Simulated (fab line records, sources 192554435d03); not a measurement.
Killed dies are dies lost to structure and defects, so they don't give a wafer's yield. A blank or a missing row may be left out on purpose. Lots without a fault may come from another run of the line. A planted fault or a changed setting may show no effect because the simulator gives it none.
Problem report in the 8D (eight disciplines) form, filled by code | flow n5_finfet | the parts of the form that need people (team, actions taken, sign-off) are left out

1. THE PROBLEM
chamber_pressure_mTorr at N5_BEOL_M10_STRIP_77 reads a mean of 14.014 mTorr on 6 wafers of 2 lots; wafers without a fault read 20.000 mTorr with a standard deviation of 0.018. That is -99 or more standard deviations from the usual mean.
The step: strips in N2/H2, time 10 s.
First seen on wafer L235.1, day 14 00:53, on rie_diel-01. The record holds 30 wafers of 10 lots with a number at this step. Rule for "out", or "out of limits": more than 4 standard deviations from the usual mean. The other wafers with a number count as sound.

2. WHAT IT IS AND WHAT IT IS NOT
question                    | is                     | is not
which readings at this step | chamber_pressure_mTorr | bias_power_w, drypump_motor_current_A, oes_product_au, rf_vpp_V, showerhead_plenum_p_Torr, throttle_valve_pct
which lots                  | L235, L236             | L220, L223, L226, L228, L230, L231, L239, L242
which wafers of those lots  | all that have a number | -
read on which tools         | rie_diel-01            | rie_diel-05
when                        | from day 14 00:53      | up to then (18 sound wafers); but 6 sound wafers of L239, L242 came after

3. SUSPECTS, AND WHAT RULES EACH OUT
Counting: a tool at a process step up to the reading stays a suspect if it ran every lot that is out and no sound lot after the first of them.
- rie_diel-01 at N5_BEOL_M10_ETCH_41 (etches SiCN in CH3F/O2, target depth 42.6 nm, time 86 s): kept. It ran every lot that is out, first L235 (day 14 00:53), and no sound lot after that; its last sound lot up to then is L230 (day 13 05:07). N5_BEOL_M10_ETCH_41 gives no start for some lots, so the hours and the order of its lots are those of N5_BEOL_M10_STRIP_77.
- rie_diel-01 at N5_BEOL_M10_STRIP_77 (strips in N2/H2, time 10 s): kept. It ran every lot that is out, first L235 (day 14 00:53), and no sound lot after that; its last sound lot up to then is L230 (day 13 05:07). Its own readings are out on those wafers: chamber_pressure_mTorr.
Left after counting: rie_diel-01 at N5_BEOL_M10_ETCH_41, rie_diel-01 at N5_BEOL_M10_STRIP_77.

4. THE CAUSE (what the simulator had put in)
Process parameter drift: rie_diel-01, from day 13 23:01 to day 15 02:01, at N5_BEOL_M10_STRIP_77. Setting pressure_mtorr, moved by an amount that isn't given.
Counting left 2 suspects, and this tool is among them.

5. THE CHAIN OF EFFECTS, in route order
Each row: a reading whose mean over the struck wafers that have a number lies more than 3 standard deviations from the usual. Only readings for which the record gives a usual standard deviation are gone through. hours: the time from each lot's start at the first step in this table that gives one to its start at this step, as a median over the lots. sigmas: the change in usual standard deviations.
hours | step                 | reading                | usual        | on struck wafers | change | sigmas
0     | N5_BEOL_M10_STRIP_77 | chamber_pressure_mTorr | 20.000 mTorr | 14.014           | -5.986 | -99 or more
The process steps in it:
- N5_BEOL_M10_STRIP_77: strips in N2/H2, time 10 s.
Later measuring or inspecting steps at which every struck wafer that the step has a row for has a number for every such reading, and none has moved that far: N5_BEOL_M10_OCD_MEAS_38.

6. WHAT WOULD HAVE CAUGHT IT SOONER
In this record the first reading out of limits was taken at day 14 00:53, 2 hours after the fault began at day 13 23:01.
